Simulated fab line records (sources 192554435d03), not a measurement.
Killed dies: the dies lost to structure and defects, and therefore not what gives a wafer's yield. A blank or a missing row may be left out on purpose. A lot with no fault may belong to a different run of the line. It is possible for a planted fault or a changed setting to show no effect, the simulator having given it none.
fab line records	flow n5-finfet
[record] lots = 12	wafers = 36	last-day = 18
route steps=1938 shown SDB@373 MIM_TOP@1837 MIM_TOP_LITHO@1847 PASSIVATION@1911
lots untouched by any fault: they come from a run of this same line in which no faults occurred
start-h: hours from the record's first day to the start of the lot's first wafer shown	wait-h: hours since the lot's step before	" identical to the entry in the row above	L1.1+2: several wafers, shown together as one row	- value missing, or start not given	* or withheld: withheld	< > ~ a bound
route shown NAME@n: a module of which the file shows steps, and the number in the route of the first	usual: mean/standard deviation taken from wafers without a fault	same: alike in all rows	chamber/n: place in a boat	sites: each site's reading	_std_site: the values' standard deviation	_edge_site: the outer-site mean with the inner-site mean subtracted	radius-mm: for every site, how far away it sits from the centre of the wafer	mask NAME#n: copy n	behind: the most recent tool/chamber to have shaped the wafer	hold: the reason the lot was held/the length of the hold in hours/how it ended	device: whichever transistor did not switch (one of n, p or np)	end of line: tests of these same wafers at the route's end	a step with no rows: only its recipe	killed: dies that structure and defects cost at the first sort, which is not the same as the wafer's yield	map: a wafer's dies, marking killed ones x, the rest . and places with no die _
set.NAME: the setting that was run; set.NAME@STEP: the one run at that earlier step	model.NAME: the simulator's own value behind a step, which no gauge read
a sample of lots followed through the steps of the route, with each step as a table and each wafer as a row
services: when a tool's chamber went out of use (start-h, in hours from the record's first day, below 0 if earlier), for how many hours, and the reason
[[steps]]
[step N5_SDB_ALD_29]
[recipe] material = SiNx	target-thk-a = 300	temp-c = 400	ald-precursor-family = SiH2I2	ald-co-reactant = N2/H2-plasma	pulse-time-s = 1	ald-cycles = 600	purge-time-s = 2	co-reactant-purge-time-s = 2	pressure-torr = 2
[usual] heater-power-w = 851/76	precursor-pulse-height-rel = 1.000/0.019
lot.wafer	tool	chamber	start-h	wait-h	heater-power-w	precursor-pulse-height-rel
L632.3	ald-sin-02	0	71.31	0.0	853	1.001
L632.5	"	0	72.66	1.4	844	1.018
L632.6	"	3	"	"	756	1.018
L633.2	ald-sin-03	2	72.83	0.0	871	1.014
L633.5	"	1	74.18	1.4	750	0.977
L633.6	"	0	"	"	870	0.987
L636.3	ald-sin-02	1	94.79	3.5	899	1.022
L636.4	"	2	"	"	788	1.022
L636.6	"	0	96.14	4.8	839	0.966
L637.1	ald-sin-03	3	98.46	0.4	937	1.022
L637.4	"	2	"	"	872	1.004
L637.6	"	1	99.81	1.7	733	0.941
L638.1	ald-sin-02	3	102.15	0.0	775	1.007
L638.2	"	0	"	"	835	0.998
L638.3	"	2	"	"	792	1.016
L639.2	ald-sin-02	1	112.54	0.2	889	0.990
L639.4	"	2	113.89	1.5	780	1.021
L639.6	"	1	"	"	902	0.991
L642.1	ald-sin-02	0	127.87	0.0	839	1.010
L642.2	"	2	"	"	779	0.999
L642.5	"	3	129.23	1.4	777	1.012
L644.2	ald-sin-01	2	145.24	0.0	960	0.960
L644.4	"	1	"	"	894	0.982
L644.6	"	0	146.59	1.4	1016	0.983
L645.1	ald-sin-01	0	149.85	0.0	1005	0.981
L645.2	"	1	"	"	889	1.020
L645.3	"	2	"	"	964	0.983
L646.1	ald-sin-02	2	153.07	0.0	770	0.990
L646.2	"	3	"	"	767	1.021
L646.3	"	0	"	"	846	1.021
L647.1	ald-sin-02	0	156.57	0.0	836	1.020
L647.3	"	3	"	"	764	1.000
L647.4	"	2	"	"	784	0.988
L655.2	ald-sin-03	0	205.52	0.0	870	1.021
L655.4	"	3	"	"	925	1.007
L655.5	"	0	206.88	1.4	878	1.027
[step N5_MIM_TOP_DEGAS_04]
[recipe] ambient = vacuum	temp-c = 300	time-s = 60
[usual] heater-power-w = 469/44
lot.wafer	tool	chamber	start-h	wait-h	heater-power-w
L632.3	pvd-sputter-03	-	250.83	-	489
L632.5	"	-	"	"	485
L632.6	"	-	"	"	425
L633.2	pvd-sputter-01	-	267.09	-	335
L633.5	"	-	"	"	437
L633.6	"	-	"	"	442
L637.1	pvd-sputter-02	-	282.93	-	513
L637.4	"	-	"	"	514
L637.6	"	-	"	"	451
L636.3	pvd-sputter-02	-	283.08	-	473
L636.4	"	-	"	"	531
L636.6	"	-	"	"	525
L639.2	pvd-sputter-03	-	290.91	-	486
L639.4	"	-	"	"	422
L639.6	"	-	"	"	498
L638.1	pvd-sputter-02	-	302.90	-	477
L638.2	"	-	"	"	513
L638.3	"	-	"	"	461
L642.1	pvd-sputter-02	-	318.23	-	530
L642.2	"	-	"	"	480
L642.5	"	-	"	"	520
L644.2	pvd-sputter-02	-	324.06	-	506
L644.4	"	-	"	"	512
L644.6	"	-	"	"	473
L646.1	pvd-sputter-03	-	336.50	-	482
L646.2	"	-	"	"	417
L646.3	"	-	"	"	501
L645.1	pvd-sputter-03	-	338.28	-	505
L645.2	"	-	"	"	427
L645.3	"	-	"	"	478
L647.1	pvd-sputter-01	-	352.98	-	431
L647.3	"	-	"	"	457
L647.4	"	-	"	"	334
L655.2	pvd-sputter-02	-	409.97	-	481
L655.4	"	-	"	"	467
L655.5	"	-	"	"	454
[step N5_MIM_TOP_LITHO_CD_MEAS_08]
[recipe] target-cd-nm = 2000	landing-energy-ev = 500	detector = se-inlens
[usual] cd-nm = 1997.1/2.9
lot.wafer	tool	chamber	start-h	wait-h	cd-nm
L632.3	cd-sem-03	0	251.39	-	1993.7
L632.5	"	0	"	"	1993.0
L632.6	"	0	"	"	1994.8
L633.2	cd-sem-01	0	267.52	-	1999.9
L633.5	"	0	"	"	1998.4
L633.6	"	0	"	"	2000.7
L637.1	cd-sem-03	0	283.49	-	1996.6
L637.4	"	0	"	"	1998.4
L637.6	"	0	"	"	1996.0
L636.3	cd-sem-02	0	283.53	-	1994.2
L636.4	"	0	"	"	2001.6
L636.6	"	0	"	"	2001.7
L639.2	cd-sem-02	0	291.34	-	1993.5
L639.4	"	0	"	"	1993.4
L639.6	"	0	"	"	1997.2
L638.1	cd-sem-01	0	303.33	-	1996.2
L638.2	"	0	"	"	1999.3
L638.3	"	0	"	"	2000.0
L642.1	cd-sem-01	0	318.79	-	1996.7
L642.2	"	0	"	"	1994.3
L642.5	"	0	"	"	2000.7
L644.2	cd-sem-01	0	324.50	-	2000.9
L644.4	"	0	"	"	1997.8
L644.6	"	0	"	"	1999.4
L646.1	cd-sem-03	0	337.06	-	1996.9
L646.2	"	0	"	"	1996.4
L646.3	"	0	"	"	1998.6
L645.1	cd-sem-03	0	338.84	-	1997.4
L645.2	"	0	"	"	1998.8
L645.3	"	0	"	"	1998.2
L647.1	cd-sem-02	0	353.41	-	1998.9
L647.3	"	0	"	"	1996.6
L647.4	"	0	"	"	1994.3
L655.2	cd-sem-01	0	410.53	-	1992.3
L655.4	"	0	"	"	1992.5
L655.5	"	0	"	"	1991.1
[step N5_PASSIVATION_STRIP_34]
[recipe] chemistry = O2	power-w = 600	temp-c = 60	pressure-mtorr = 30	rf-frequency-hz = 6e+07	bias-power-w = 0	overash-fraction = 2	o2-flow-sccm = 225
[usual] drypump-motor-current-A = 5.7/0.36	oes-product-au = 0.84/0.076	rf-vpp-V = 3.6/1.5	showerhead-plenum-p-Torr = 2.11/0.095	throttle-valve-pct = 16.47/0.2
lot.wafer	tool	chamber	start-h	wait-h	drypump-motor-current-A	oes-product-au	rf-hours-counter-h	rf-vpp-V	showerhead-plenum-p-Torr	throttle-valve-pct
L632.3	rie-diel-04	1	258.50	0.1	5.5	0.67	230	3.9	2.17	16.59
L632.5	"	1	"	"	5.5	0.68	-	2.3	2.17	16.63
L632.6	"	2	"	"	5.3	0.96	-	4.8	2.03	16.37
L633.2	rie-diel-05	0	272.39	0.1	5.2	0.88	41	4.3	2.14	16.22
L633.5	"	3	"	"	5.5	0.86	-	3.9	2.01	16.61
L633.6	"	0	"	"	5.2	0.90	-	0.4	2.14	16.21
L637.1	rie-diel-04	2	288.32	0.1	5.3	0.93	13	2.6	2.03	16.38
L637.4	"	0	"	"	5.6	0.83	94	2.6	2.21	16.71
L637.6	"	2	"	"	5.3	0.93	-	2.6	2.03	16.45
L636.3	rie-diel-04	0	291.08	0.3	5.5	0.83	95	2.7	2.22	16.72
L636.4	"	3	"	"	6.1	0.86	56	4.0	2.03	16.25
L636.6	"	3	"	"	6.1	0.86	-	4.1	2.04	16.31
L639.2	rie-diel-04	2	299.26	0.3	5.3	0.93	19	2.1	2.03	16.40
L639.4	"	0	"	"	5.6	0.82	100	3.3	2.21	16.79
L639.6	"	3	"	"	6.1	0.84	-	4.6	2.03	16.30
L638.1	rie-diel-02	1	310.73	0.1	5.9	0.84	65	5.0	2.16	16.57
L638.2	"	2	"	"	5.6	0.87	35	2.8	2.04	16.40
L638.3	"	0	"	"	6.1	0.91	12	2.5	2.26	16.29
L642.1	rie-diel-02	2	324.72	0.1	5.6	0.87	40	3.6	2.03	16.43
L642.2	"	0	"	"	6.1	0.91	16	4.3	2.25	16.28
L642.5	"	0	"	"	6.1	0.93	-	2.7	2.26	16.24
L644.2	rie-diel-04	1	331.18	0.2	5.4	0.93	4	4.6	2.16	16.25
L644.4	"	1	"	"	5.5	0.96	-	5.6	2.16	16.21
L644.6	"	0	"	"	5.6	0.79	-	4.3	2.21	16.71
L646.1	rie-diel-05	2	342.79	0.2	5.5	0.71	224	2.9	1.89	16.66
L646.2	"	1	"	"	6.1	0.70	209	2.4	2.15	16.77
L646.3	"	0	"	"	5.1	0.86	59	4.6	2.13	16.25
L645.1	rie-diel-05	3	345.51	0.3	5.6	0.83	68	2.4	2.01	16.65
L645.2	"	2	"	"	5.4	0.72	225	5.8	1.89	16.69
L645.3	"	1	"	"	6.1	0.72	210	3.7	2.15	16.76
L647.1	rie-diel-02	1	360.16	0.3	5.9	0.81	82	2.8	2.16	16.58
L647.3	"	3	"	"	6.6	0.93	16	2.8	2.06	16.13
L647.4	"	2	"	"	5.6	0.85	53	4.3	2.03	16.50
L655.2	rie-diel-04	3	415.75	0.1	6.1	0.80	94	2.6	2.02	16.28
L655.4	"	2	"	"	5.3	0.84	65	4.4	2.01	16.47
L655.5	"	1	"	"	5.5	0.86	-	2.8	2.15	16.28
[step N5_PASSIVATION_PROBE_49]
[usual] killed_at_M0_to_M3 = 34/11	killed_at_M4_up = 13/5.2	killed-at-contacts = 13/6.3	killed-at-front-end = 40/14	killed-at-other = 3.2/2.4	killed-dies = 104/19	killed-on-rim = 14/4.2	killed-open = 69/14	killed-short = 32/7.5
[same] gross-dies = 1180	killed-at-back-side = 0
lot.wafer	tool	chamber	start-h	wait-h	killed_at_M0_to_M3	killed_at_M4_up	killed-at-contacts	killed-at-front-end	killed-at-other	killed-dies	killed-on-rim	killed-open	killed-short
L646.1	prober-02	-	347.40	0.0	38	13	4	125	4	184	26	88	31
L646.2	prober-02	-	347.45	0.1	45	5	7	157	5	219	35	97	50
L646.3	prober-02	-	347.50	0.1	60	12	3	105	6	186	31	78	41
L647.1	prober-02	-	364.49	0.0	57	16	15	85	4	177	31	87	34
L647.3	prober-02	-	364.59	0.1	46	12	14	125	3	200	27	78	37
L647.4	prober-02	-	364.64	0.2	40	12	17	98	4	171	30	60	41
// killed by level:class
L646.1 SDB:unspecified=62 FIN_SAQP:geometric-particle:open=22 BEOL_M0_SAQP:geometric-particle:open=14 STI_FIN_REVEAL:geometric-particle:open=11 BEOL_M3:geometric-particle:open=9 GATE_CUT:geometric-particle:short=7 BEOL_M0_SAQP:geometric-particle:short=6 ILD0:geometric-particle:open=5
L646.2 SDB:unspecified=70 STI_FIN_REVEAL:geometric-particle:open=30 FIN_SAQP:geometric-particle:open=15 FIN_SAQP:geometric-particle:short=14 BEOL_M0_SAQP:geometric-particle:open=13 BEOL_M0_SAQP:geometric-particle:short=10 BEOL_M2:geometric-particle:open=10 STI_FIN_REVEAL:geometric-particle:short=7
L646.3 SDB:unspecified=62 BEOL_M0_SAQP:geometric-particle:short=20 BEOL_M0_SAQP:geometric-particle:open=18 FIN_SAQP:geometric-particle:open=10 STI_FIN_REVEAL:geometric-particle:open=10 BEOL_M4:geometric-particle:open=9 BEOL_M2:geometric-particle:open=8 FIN_SAQP:geometric-particle:short=5
L647.1 SDB:unspecified=55 MOL_CONTACT_COAG:geometric-particle:open=13 BEOL_M0_SAQP:geometric-particle:open=12 BEOL_M2:geometric-particle:open=10 BEOL_M1:geometric-particle:open=9 BEOL_M3:geometric-particle:open=9 BEOL_M0_SAQP:geometric-particle:short=8 FIN_SAQP:geometric-particle:open=7
L647.3 SDB:unspecified=81 STI_FIN_REVEAL:geometric-particle:open=12 BEOL_M2:geometric-particle:open=12 FIN_SAQP:geometric-particle:open=8 MOL_CONTACT_COAG:geometric-particle:open=8 BEOL_M0_SAQP:geometric-particle:open=8 BEOL_M1:geometric-particle:open=7 BEOL_M5:geometric-particle:open=6
L647.4 SDB:unspecified=69 FIN_SAQP:geometric-particle:short=14 MOL_CONTACT_COAG:geometric-particle:open=13 BEOL_M0_SAQP:geometric-particle:short=12 BEOL_M1:geometric-particle:open=6 BEOL_M3:geometric-particle:open=5 BEOL_M2:geometric-particle:open=5 BEOL_M4:geometric-particle:open=5
[[services]]
tool	chamber	start-h	hours	kind
pvd-sputter-03	-	63.15	4.1	repair
rie-diel-02	-	63.88	0.1	repair
ald-sin-02	-	75.70	0.6	repair
rie-diel-04	1	84.16	5.7	repair
pvd-sputter-02	-	94.27	4.3	repair
ald-sin-02	0	109.50	4.8	repair
rie-diel-04	3	143.18	13.8	repair
rie-diel-05	-	164.14	0.3	repair
rie-diel-05	-	171.64	2.2	repair
rie-diel-02	3	173.21	5.4	repair
rie-diel-04	1	175.48	62.1	repair
rie-diel-05	3	201.47	13.7	repair
ald-sin-02	3	203.22	5.7	repair
rie-diel-05	2	219.41	2.6	repair
ald-sin-02	1	250.26	4.3	repair
ald-sin-02	0	285.55	8.5	repair
rie-diel-04	3	317.19	18.4	repair
ald-sin-02	0	338.12	2.1	repair
ald-sin-02	3	345.76	7.5	repair
rie-diel-04	3	352.07	12.2	repair
ald-sin-02	-	373.83	14.0	pm
ald-sin-02	-	387.83	2.8	pm
pvd-sputter-03	-	394.19	6.1	repair
rie-diel-04	2	402.76	9.1	repair
[[key]]
[first-sign] step = N5_PASSIVATION_PROBE_49	reading = killed-at-front-end	direction = up	sigmas = 5.6	usual = 40	struck = 116
[effect] step = N5_PASSIVATION_PROBE_49	reading = killed-dies	direction = up	sigmas = 4.5	usual = 104	struck = 190
[more-kills-born-at] N5_SDB_ALD_29@ald-sin-02 = 399
met-at N5_SDB_ALD_29
struck-lots L646,L647
tester-left-out L646,L647
not-acting-at N5_MIM_TOP_DEGAS_04,N5_MIM_TOP_LITHO_CD_MEAS_08,N5_PASSIVATION_STRIP_34
[fault] kind = chamber-particle-source	tool = ald-sin-02	chamber = -	onset-h = 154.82	steps = N5_SDB_ALD_29	rate-per-visit-cm2 = 0.77479	end-h = 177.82
// tester-left-out: of these lots the tester's yield and bins aren't shown, on N5 and GAA mostly nor the transistor test; their killed dies are dies lost to structure and defects alone, not to doping, threshold or leakage, so they don't give the yield
